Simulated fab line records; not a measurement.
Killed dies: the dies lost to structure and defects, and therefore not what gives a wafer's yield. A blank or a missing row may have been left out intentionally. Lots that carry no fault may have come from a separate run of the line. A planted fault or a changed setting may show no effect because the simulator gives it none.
Matching of chambers ; flow n5 finfet ; N5_BEOL_M8_VIA_ETCH_34 on rie diel-05 has 4 sister chambers
The step etches SiCOH lowk in C4F6/O2, target depth 125.5 nm, time 50.5 s. 14 wafers are shown with their chamber, then 7 later ones without.

## WAFERS WITH THEIR CHAMBER
wafer;chamber;showerhead plenum p Torr (Torr);rf vpp V (V);throttle valve pct (%)
L075.2;0;2.93;619;20.48
L075.5;0;2.93;617;20.49
L075.6;2;2.59;664;20.65
L080.1;1;2.93;666;20.95
L080.2;2;2.59;665;20.69
L080.3;3;2.81;647;21.22
L084.1;2;2.58;667;20.68
L084.2;3;2.81;649;21.21
L084.5;3;2.81;646;21.22
L085.4;1;2.93;667;20.97
L085.5;1;2.93;667;20.97
L085.6;0;2.92;617;20.52
L093.1;3;2.81;647;21.23
L093.4;0;2.92;618;20.54

SIGNATURES (averages over the wafers above)
reading;chamber 0;chamber 1;chamber 2;chamber 3;scatter within a chamber
showerhead plenum p Torr;2.9250;2.9300;2.5867;2.8100;0.00408
rf vpp V;617.75;666.67;665.33;647.25;1.13
throttle valve pct;20.5075;20.9633;20.6733;21.2200;0.019
Rule: for each reading, subtract the chamber's mean from the wafer's reading, divide by that reading's scatter and square the result; add these up over the readings and take the root, which gives the wafer's distance from the chamber. If the next closest chamber is less than 2 further off than the closest, the wafer can't be placed; otherwise it belongs to the closest. The scatter: the root of (the sum of the squares of (reading less its chamber's mean) over the shown wafers, divided by (wafers less chambers)).

## WAFERS WITH NO CHAMBER GIVEN
wafer;showerhead plenum p Torr (Torr);rf vpp V (V);throttle valve pct (%)
L093.6;2.92;615;20.55
L092.2;2.92;667;20.98
L092.4;2.80;648;21.24
L092.6;2.92;665;20.98
L095.3;2.57;664;20.72
L095.5;2.91;617;20.56
L095.6;2.80;647;21.24

## WHICH CHAMBER EACH ONE RAN IN
wafer;from the rows above;in truth
L093.6;0;0
L092.2;1;1
L092.4;3;3
L092.6;1;1
L095.3;2;2
L095.5;0;0
L095.6;3;3
7 of 7 placed correctly. Not placeable from these rows: 0. 0 placed wrongly.
